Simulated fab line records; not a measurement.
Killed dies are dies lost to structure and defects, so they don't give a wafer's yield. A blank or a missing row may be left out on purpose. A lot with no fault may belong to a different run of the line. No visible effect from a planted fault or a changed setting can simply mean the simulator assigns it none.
fab line records	flow nandHarc	part 2 of 2: steps 4 to 6 of 6
[record] lots = 22	wafers = 66	lastDay = 33
route steps=1302 shown A_CONTACT@1018
lots that met no fault: taken from a fault-free run of the same line
startH: the number of hours between the record's first day and the start of the first shown wafer of the lot	waitH: time in hours since the lot's previous step	" same as the row above	L1.1+2: a single row standing in for several wafers	- no value present, or no start provided	* or withheld: withheld	< > ~ a bound
route shown NAME@n: a module of which the file shows steps, and the number in the route of the first	usual: mean and standard deviation over wafers with no fault	same: alike in all rows	chamber/n: place in a boat	sites: readings site by site	_std_site: how widely they spread, as a standard deviation	_edge_site: inner sites' mean taken away from outer sites' mean	radiusMm: how far each site lies from the wafer's centre	mask NAME#n: copy n	behind: the last tool/chamber to shape the wafer	hold: reason for holding the lot/hours on hold/outcome of the hold	device: whichever transistor did not switch (one of n, p or np)	end of line: at the end of the route, the tests of the same wafers	a step without rows: its recipe alone	killed: at the first sort, the dies lost to defects and structure; wafer yield is something else	map: the dies of a wafer, with x for killed, . for not killed, _ for no die there
set.NAME: setting as actually run; set.NAME@STEP: the setting as run at that earlier step	model.NAME: the simulator's own value behind a step, which no gauge read
the route's steps for a sample of lots (tables are steps, rows are wafers)
services: when a tool's chamber went out of use (startH, in hours from the record's first day, below 0 if earlier), for how many hours, and the reason
[[steps]]
[step NHARC_A_CONTACT_ETCH_89]
[recipe] targetDepthA = 2600	overEtchFrac = 0.3	timeS = 475.3	ionEnergyEv = 200	n2FlowSccm = 150	h2FlowSccm = 150	arFlowSccm = 0	rfW = 400	biasW = 150	chemistry = N2/H2
[usual] drypumpMotorCurrentA = 5.5/0.33	oesProductAu = 1.003/0.0065	rfVppV = 429.7/2.2	showerheadPlenumPTorr = 2.01/0.078	throttleValvePct = 14.172/0.0093
lot.wafer	tool	chamber	startH	waitH	drypumpMotorCurrentA	oesProductAu	rfHoursCounterH	rfVppV	showerheadPlenumPTorr	throttleValvePct
L074.4	rieDiel-07	0	-	-	5.8	1.012	1	427.9	1.94	14.180
L074.2	"	1	"	"	5.3	1.006	1	430.5	1.98	14.172
L074.1	"	2	"	"	5.3	1.011	1	430.5	2.05	14.170
L075.1	rieDiel-07	2	-	-	5.3	1.006	5	431.9	2.05	14.177
L075.3	"	3	"	"	5.3	0.992	5	430.1	2.03	14.186
L075.6	"	3	"	"	5.3	0.998	-	430.5	2.03	14.176
L077.4	rieDiel-07	3	-	-	5.3	1.014	6	431.1	2.03	14.186
L077.5	"	3	"	"	5.3	1.008	-	430.7	2.03	14.160
L077.6	"	0	"	"	5.8	1.000	-	428.7	1.94	14.172
L076.4	rieDiel-07	2	-	-	5.3	1.008	7	431.1	2.05	14.185
L076.1	"	1	"	"	5.3	1.009	6	428.6	1.98	14.159
L076.5	"	3	"	"	5.3	1.011	-	430.9	2.03	14.181
L078.2	rieDiel-07	2	-	-	5.3	1.013	12	429.6	2.04	14.195
L078.1	"	3	"	"	5.3	1.001	13	429.8	2.02	14.176
L078.6	"	2	"	"	5.3	1.007	-	429.8	2.04	14.182
L079.1	rieDiel-07	2	-	-	5.3	1.003	13	430.0	2.04	14.170
L079.4	"	1	"	"	5.4	1.009	11	429.0	1.98	14.158
L079.6	"	3	"	"	5.3	1.007	-	431.1	2.02	14.175
L080.3	rieDiel-07	3	-	-	5.3	1.003	14	429.5	2.02	14.171
L080.2	"	1	"	"	5.4	1.006	12	428.6	1.98	14.172
L080.5	"	2	"	"	5.3	1.004	-	431.2	2.04	14.175
L081.3	rieDiel-01	3	-	-	6.5	1.001	4	426.2	1.91	14.176
L081.4	"	0	"	"	5.8	0.986	4	434.7	2.22	14.182
L081.2	"	2	"	"	5.5	0.998	4	430.9	2.07	14.172
L082.3	rieDiel-07	3	-	-	5.3	0.998	16	429.9	2.02	14.172
L082.4	"	0	"	"	5.8	1.011	14	428.1	1.94	14.171
L082.5	"	3	"	"	5.3	1.001	-	430.9	2.02	14.175
L083.3	rieDiel-07	3	-	-	5.3	1.002	20	430.4	2.02	14.161
L083.4	"	2	"	"	5.3	0.998	18	431.2	2.04	14.180
L083.6	"	0	"	"	5.8	0.995	-	426.9	1.94	14.175
L085.1	rieDiel-07	0	-	-	5.9	1.002	19	427.6	1.94	14.176
L085.4	"	2	"	"	5.3	1.006	20	431.5	2.04	14.163
L085.3	"	3	"	"	5.3	1.004	22	429.8	2.02	14.183
L084.1	rieDiel-07	2	-	-	5.3	1.001	21	429.1	2.04	14.164
L084.5	"	1	"	"	5.3	1.007	-	429.2	1.97	14.175
L084.6	"	2	"	"	5.3	1.000	-	431.2	2.04	14.176
L086.2	rieDiel-07	1	-	-	5.3	1.006	21	429.0	1.97	14.186
L086.5	"	3	"	"	5.3	1.005	-	430.1	2.02	14.166
L086.6	"	0	"	"	5.8	1.007	-	427.2	1.94	14.199
L087.2	rieDiel-01	0	-	-	5.8	1.001	21	434.1	2.21	14.176
L087.1	"	2	"	"	5.5	1.001	21	429.2	2.06	14.161
L087.6	"	3	"	"	6.5	0.992	-	425.9	1.91	14.165
L089.2	rieDiel-07	2	-	-	5.3	1.011	0	431.3	2.04	14.168
L089.1	"	1	"	"	5.4	0.998	0	427.3	1.97	14.171
L089.6	"	2	"	"	5.3	0.999	-	430.3	2.04	14.162
L088.4	rieDiel-04	3	-	-	6.2	1.000	39	434.5	2.18	14.157
L088.1	"	1	"	"	5.8	1.002	42	430.8	2.06	14.163
L088.5	"	0	"	"	5.4	0.993	-	428.2	1.97	14.152
L090.1	rieDiel-01	1	-	-	5.3	0.993	29	426.2	1.88	14.174
L090.4	"	3	"	"	6.5	1.004	-	425.9	1.90	14.164
L090.6	"	1	"	"	5.2	0.999	-	426.6	1.88	14.168
L091.2	rieDiel-07	1	-	-	5.3	1.012	1	429.2	1.97	14.187
L091.1	"	2	"	"	5.3	1.007	1	430.6	2.04	14.172
L091.4	"	3	"	"	5.3	1.003	1	431.0	2.02	14.137
L092.4	rieDiel-07	3	-	-	5.3	1.011	2	430.6	2.02	14.164
L092.2	"	2	"	"	5.3	1.013	2	429.5	2.04	14.167
L092.6	"	0	"	"	5.8	1.009	-	427.6	1.93	14.178
L093.1	rieDiel-07	2	-	-	5.2	0.997	5	430.5	2.04	14.183
L093.2	"	0	"	"	5.8	0.997	5	427.4	1.93	14.173
L093.5	"	3	"	"	5.3	0.988	-	428.5	2.02	14.173
L095.4	rieDiel-07	3	-	-	5.3	1.013	11	430.2	2.01	14.186
L095.2	"	2	"	"	5.2	1.007	10	430.2	2.04	14.161
L095.5	"	0	"	"	5.8	1.006	-	425.7	1.93	14.171
L097.2	rieDiel-01	2	-	-	5.5	0.998	48	431.3	2.05	14.176
L097.4	"	0	"	"	5.8	0.999	-	436.3	2.20	14.171
L097.6	"	1	"	"	5.2	0.997	-	425.4	1.88	14.181
[step NHARC_A_CONTACT_ETCH_139]
[recipe] sourceW = withheld	pressureMtorr = 20	biasV = 400	timeS = 195	targetDepthA = 8400	arFlowSccm = withheld	c4f8FlowSccm = 11.5	o2FlowSccm = 7.2	chemistry = C4F8/O2/Ar
lot.wafer	tool	chamber	startH	waitH	rfHoursCounterH
L074.2	harCapEtch-01	0	489.05	0.2	130
L074.1	"	1	"	"	130
L074.4	"	1	"	"	-
L075.1	harCapEtch-01	0	516.61	0.3	1
L075.3	"	0	"	"	-
L075.6	"	1	"	"	-
L077.4	harCapEtch-01	1	531.94	0.2	-
L077.6	"	1	"	"	-
L077.5	"	0	"	"	-
L076.1	harCapEtch-02	1	532.88	0.2	92
L076.4	"	0	"	"	-
L076.5	"	0	"	"	-
L078.1	harCapEtch-01	1	560.11	0.3	8
L078.2	"	0	"	"	8
L078.6	"	0	"	"	-
L079.1	harCapEtch-03	0	563.48	0.2	58
L079.4	"	0	"	"	-
L079.6	"	0	"	"	-
L080.2	harCapEtch-02	0	572.66	0.2	100
L080.3	"	1	"	"	-
L080.5	"	1	"	"	-
L081.2	harCapEtch-02	0	578.11	0.2	101
L081.3	"	0	"	"	-
L081.4	"	1	"	"	-
L082.3	harCapEtch-03	1	581.71	0.2	-
L082.4	"	0	"	"	-
L082.5	"	1	"	"	-
L083.4	harCapEtch-02	0	594.97	0.2	-
L083.3	"	1	"	"	-
L083.6	"	0	"	"	-
L085.1	harCapEtch-02	0	607.40	0.2	106
L085.4	"	0	"	"	-
L085.3	"	1	"	"	-
L084.1	harCapEtch-01	0	609.40	0.2	17
L084.5	"	1	"	"	-
L084.6	"	0	"	"	-
L086.2	harCapEtch-02	0	628.22	0.2	110
L086.6	"	0	"	"	-
L086.5	"	1	"	"	-
L087.2	harCapEtch-01	1	629.67	0.3	20
L087.1	"	0	"	"	20
L087.6	"	0	"	"	-
L089.1	harCapEtch-01	1	661.50	0.2	25
L089.2	"	0	"	"	25
L089.6	"	1	"	"	-
L088.1	harCapEtch-01	0	663.72	0.2	27
L088.4	"	0	"	"	-
L088.5	"	1	"	"	-
L090.1	harCapEtch-02	0	672.78	0.2	117
L090.4	"	0	"	"	-
L090.6	"	1	"	"	-
L091.1	harCapEtch-03	1	673.24	0.2	79
L091.2	"	0	"	"	79
L091.4	"	0	"	"	-
L092.2	harCapEtch-01	1	678.63	0.2	30
L092.4	"	0	"	"	-
L092.6	"	0	"	"	-
L093.2	harCapEtch-03	1	701.05	0.2	83
L093.1	"	0	"	"	83
L093.5	"	0	"	"	-
L095.2	harCapEtch-02	1	723.94	0.2	127
L095.4	"	0	"	"	-
L095.5	"	0	"	"	-
L097.2	harCapEtch-01	0	729.78	0.2	38
L097.4	"	0	"	"	-
L097.6	"	0	"	"	-
[step NHARC_A_CONTACT_CMP_20]
[recipe] tOverpolishS = 30	targetThkNm = 300
[usual] motorCurrentA = 11.8/1.2	overpolishRunS = 29.999/0.0082	retainingRingPressureFrac = 1.000/0.0051	slurryFlowMlMin = 150.0/0.45	timeToEndpointS = 59.8/2.6
lot.wafer	tool	chamber	startH	waitH	motorCurrentA	overpolishRunS	retainingRingPressureFrac	slurryFlowMlMin	timeToEndpointS
L074.2	cmp-02	2	491.87	0.6	13.7	29.994	0.996	150.6	59.2
L074.4	"	3	"	"	11.5	30.003	0.993	149.6	61.5
L074.1	"	1	"	"	12.8	30.005	0.991	149.8	59.1
L075.3	cmp-04	3	519.53	0.5	9.7	29.984	0.996	149.2	62.7
L075.1	"	0	"	"	12.6	30.006	0.998	151.3	62.9
L075.6	"	2	"	"	9.4	29.982	0.994	150.3	63.1
L077.4	cmp-03	2	534.72	0.5	11.7	30.002	1.004	149.9	56.0
L077.5	"	3	"	"	12.4	29.999	0.999	149.4	60.7
L077.6	"	0	"	"	12.6	29.990	1.001	150.2	53.3
L076.4	cmp-04	2	535.78	0.4	9.5	30.002	0.997	150.3	64.6
L076.1	"	0	"	"	12.1	29.988	0.994	148.9	66.6
L076.5	"	1	"	"	12.3	29.991	0.993	149.8	68.5
L078.2	cmp-03	2	563.04	0.8	11.7	29.999	1.002	150.2	60.1
L078.1	"	0	"	"	11.8	30.005	0.998	149.5	57.2
L078.6	"	2	"	"	11.6	30.003	0.996	149.2	59.7
L079.1	cmp-02	2	566.29	0.6	13.5	29.992	1.004	149.6	62.6
L079.4	"	1	"	"	13.6	29.999	1.001	150.6	61.6
L079.6	"	3	"	"	11.5	30.007	0.998	149.8	58.2
L080.3	cmp-04	0	575.46	0.4	11.8	29.995	1.009	149.7	62.6
L080.2	"	2	"	"	9.7	29.996	1.001	149.9	64.7
L080.5	"	3	"	"	9.9	29.990	1.011	150.2	61.0
L081.3	cmp-03	0	580.99	0.5	12.4	29.990	0.996	150.9	58.2
L081.4	"	1	"	"	11.6	29.986	1.002	150.1	63.6
L081.2	"	3	"	"	12.0	30.005	0.999	149.8	59.6
L082.4	cmp-03	3	584.42	0.4	12.9	30.013	1.011	149.6	59.2
L082.3	"	2	"	"	11.5	30.010	0.989	149.3	56.6
L082.5	"	0	"	"	12.1	30.001	0.999	149.6	59.1
L083.4	cmp-04	3	597.73	0.5	10.3	29.999	0.998	149.6	55.3
L083.3	"	0	"	"	12.5	29.992	1.002	150.4	62.6
L083.6	"	2	"	"	9.3	29.991	1.003	149.9	60.9
L085.1	cmp-04	1	610.22	0.8	12.3	29.994	0.995	149.8	59.0
L085.3	"	2	"	"	9.9	30.007	0.999	150.5	59.6
L085.4	"	3	"	"	10.3	29.999	0.998	149.9	57.1
L084.1	cmp-03	2	612.18	0.7	12.4	29.993	0.994	149.9	55.7
L084.5	"	1	"	"	11.7	29.992	0.998	149.1	61.1
L084.6	"	2	"	"	11.4	30.006	0.988	150.0	58.0
L086.2	cmp-04	0	631.23	0.6	11.9	30.003	0.999	150.7	61.7
L086.5	"	0	"	"	11.4	30.005	0.994	149.9	62.6
L086.6	"	1	"	"	12.4	29.989	0.999	150.4	61.1
L087.2	cmp-04	0	632.56	0.6	12.3	30.008	0.996	149.7	61.7
L087.1	"	1	"	"	12.2	30.007	0.995	149.8	59.1
L087.6	"	0	"	"	12.0	30.001	1.001	150.2	59.6
L089.1	cmp-02	2	664.36	0.6	13.1	30.000	0.998	149.2	56.6
L089.2	"	1	"	"	13.6	29.990	0.995	150.7	57.0
L089.6	"	3	"	"	12.2	30.006	1.010	149.8	58.2
L088.4	cmp-04	2	666.49	0.5	9.9	29.991	1.006	149.0	60.9
L088.1	"	0	"	"	11.8	30.008	0.994	149.8	62.5
L088.5	"	3	"	"	9.9	29.997	1.005	149.4	60.1
L090.1	cmp-02	3	675.59	0.7	11.4	29.992	0.999	149.9	58.0
L090.4	"	1	"	"	12.9	29.996	1.001	150.3	59.9
L090.6	"	2	"	"	12.5	29.988	1.001	149.9	58.3
L091.4	cmp-03	1	676.10	0.5	12.0	29.990	0.999	149.3	61.8
L091.1	"	2	"	"	11.8	29.990	1.000	149.5	63.1
L091.2	"	3	"	"	11.9	30.002	1.007	150.6	59.3
L092.2	cmp-04	3	681.47	0.8	10.3	30.005	1.002	150.2	60.4
L092.4	"	0	"	"	10.7	29.991	1.011	150.2	56.9
L092.6	"	2	"	"	9.5	29.992	1.008	150.0	58.4
L093.1	cmp-02	1	703.96	0.8	13.1	30.015	0.999	149.5	59.8
L093.2	"	0	"	"	14.0	29.980	0.995	150.1	59.1
L093.5	"	2	"	"	14.0	29.998	1.002	150.6	59.3
L095.4	cmp-04	3	726.86	0.4	10.4	30.001	1.005	149.9	63.3
L095.2	"	0	"	"	11.6	29.991	0.992	149.9	63.7
L095.5	"	3	"	"	10.2	29.982	1.008	150.1	58.1
L097.2	cmp-02	2	733.43	0.8	13.6	30.001	1.003	150.3	55.5
L097.4	"	0	"	"	13.5	29.990	1.000	150.3	59.5
L097.6	"	2	"	"	13.3	30.000	1.003	149.9	57.7
[[services]]
tool	chamber	startH	hours	kind
rieDiel-07	0	453.01	7.4	repair
rieDiel-04	0	460.20	10.4	repair
cmp-04	-	470.77	1.4	repair
rieDiel-07	-	471.29	9.0	pm
harCapEtch-01	-	497.00	17.0	pm
cmp-04	-	504.15	4.0	pm
cmp-04	-	515.88	2.0	repair
rieDiel-04	-	532.73	9.0	pm
cmp-04	-	537.85	1.1	repair
rieDiel-01	-	558.05	9.0	pm
cmp-04	-	561.35	2.0	repair
rieDiel-04	2	567.01	34.5	repair
cmp-04	-	602.15	4.0	pm
cmp-04	-	624.76	0.6	repair
rieDiel-04	3	630.97	5.3	repair
rieDiel-07	3	631.26	12.1	repair
rieDiel-07	-	648.29	9.0	pm
rieDiel-01	0	649.19	9.2	repair
rieDiel-01	2	669.02	1.4	repair
rieDiel-01	3	684.43	65.4	repair
rieDiel-01	1	694.54	20.5	repair
rieDiel-04	-	710.34	9.0	pm
rieDiel-07	1	721.77	1.5	repair
rieDiel-07	1	723.40	6.3	repair
